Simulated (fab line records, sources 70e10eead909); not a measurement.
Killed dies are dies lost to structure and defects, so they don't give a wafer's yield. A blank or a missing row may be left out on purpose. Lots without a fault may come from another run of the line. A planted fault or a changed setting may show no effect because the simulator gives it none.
Chamber matching | flow nand_harc | NHARC_A_STAIRCASE_STRIP_476 on rie_diel-13: 4 sister chambers
The step strips in O2, time 20 s. 4 wafers are shown with their chamber, then 12 later ones without.

WAFERS WITH THEIR CHAMBER
wafer  | chamber | drypump_motor_current_A (A)
L085.3 | 0       | 5.3
L085.5 | 2       | 5.6
L089.1 | 1       | 5.9
L089.5 | 3       | 5.9

WAFERS WITHOUT THEIR CHAMBER
wafer  | drypump_motor_current_A (A)
L090.2 | 5.9
L090.3 | 5.9
L090.6 | 5.9
L093.1 | 5.5
L093.5 | 5.6
L093.6 | 5.9
L095.2 | 5.9
L095.4 | 5.9
L095.5 | 5.3
L097.2 | 5.3
L097.3 | 6.0
L097.6 | 5.9

WHICH CHAMBER EACH WENT THROUGH
wafer  | from the rows above     | in truth
L090.2 | can't be placed: 1 or 3 | 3
L090.3 | can't be placed: 1 or 3 | 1
L090.6 | can't be placed: 1 or 3 | 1
L093.1 | 2                       | 2
L093.5 | 2                       | 2
L093.6 | can't be placed: 1 or 3 | 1
L095.2 | can't be placed: 1 or 3 | 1
L095.4 | can't be placed: 1 or 3 | 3
L095.5 | 0                       | 0
L097.2 | 0                       | 0
L097.3 | can't be placed: 1 or 3 | 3
L097.6 | can't be placed: 1 or 3 | 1
Placed correctly: 4 of 12. Can't be placed from these rows: 8 (the true chamber is among the candidates in 8). Placed wrongly: 0.
How it was worked out, from the rows above alone: a wafer's distance from a chamber is the root of the sum, over the readings, of the square of ((its reading less the chamber's mean) divided by the reading's scatter). The wafer belongs to the nearest chamber; if the next one is less than 2 further off, it can't be placed. A chamber's mean is the mean of its shown wafers. The scatter: with one shown wafer a chamber, the root of the mean of the squares of how far each hidden wafer lies from its nearest shown one.
